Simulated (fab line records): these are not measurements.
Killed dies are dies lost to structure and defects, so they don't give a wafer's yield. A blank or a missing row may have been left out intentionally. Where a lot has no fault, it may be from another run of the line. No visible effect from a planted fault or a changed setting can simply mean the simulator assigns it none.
Chamber matching    flow nand_harc    NHARC_A_CHANNEL_FILL_D2_STRIP_28 on rie_diel-01: 4 sister chambers
The step strips in O2, time 20 s. 18 wafers are shown with their chamber, then 9 later ones without.

WAFERS PAIRED WITH THEIR CHAMBERS
wafer   chamber  drypump_motor_current_A (A)  oes_product_au (a.u.)  o2_flow_sccm (sccm)
L076.1  0        5.5                          1.022                  500.6
L076.3  1        6.1                          1.018                  501.7
L076.4  2        5.8                          1.020                  502.6
L082.1  3        5.4                          0.992                  500.9
L082.4  0        5.5                          1.007                  501.7
L082.6  2        5.8                          1.012                  498.6
L084.1  3        5.4                          0.992                  503.0
L084.2  1        6.1                          1.008                  498.7
L084.6  2        5.8                          1.022                  499.6
L083.1  0        5.4                          0.997                  499.8
L083.4  3        5.4                          0.997                  498.4
L083.6  1        6.1                          0.995                  499.6
L091.1  2        5.8                          1.014                  501.6
L091.4  1        6.1                          1.009                  499.4
L091.5  2        5.8                          1.019                  500.0
L092.3  3        5.4                          1.009                  501.4
L092.4  1        6.1                          1.006                  495.9
L092.6  2        5.8                          1.022                  498.3

SIGNATURES, as means of the wafers listed above
reading                  chamber 0  chamber 1  chamber 2  chamber 3  scatter within a chamber
drypump_motor_current_A  5.467      6.100      5.800      5.400      0.0218
oes_product_au           1.00867    1.00720    1.01817    0.99750    0.00788
o2_flow_sccm             500.700    499.060    500.117    500.925    1.78
Rule: for a wafer and a chamber, the distance is found by dividing, reading by reading, the gap between the wafer's reading and the chamber's mean by the reading's scatter, squaring, summing and taking the root. The wafer belongs to the nearest chamber; if the next one is less than 2 further off, it can't be placed. The scatter is the square root of a quotient: the sum, over the shown wafers, of each reading's squared deviation from its chamber's mean, divided by wafers minus chambers.

WAFERS MISSING THEIR CHAMBER
wafer   drypump_motor_current_A (A)  oes_product_au (a.u.)  o2_flow_sccm (sccm)
L093.2  6.1                          1.004                  499.6
L093.4  5.4                          1.005                  500.1
L093.5  5.8                          1.017                  500.0
L094.4  5.8                          1.014                  499.0
L094.5  6.1                          1.019                  502.0
L094.6  5.5                          1.016                  499.4
L096.4  5.4                          0.996                  499.6
L096.5  5.8                          1.029                  498.0
L096.6  6.2                          1.027                  500.0

CHAMBER TAKEN BY EACH
wafer    from the rows above   in truth
L093.2   1                     1
L093.4   3                     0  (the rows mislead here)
L093.5   2                     2
L094.4   2                     2
L094.5   1                     1
L094.6   0                     0
L096.4   3                     3
L096.5   2                     2
L096.6   1                     1
Correctly placed: 8 of 9. Not placeable from these rows: 0. Placed wrongly: 1.
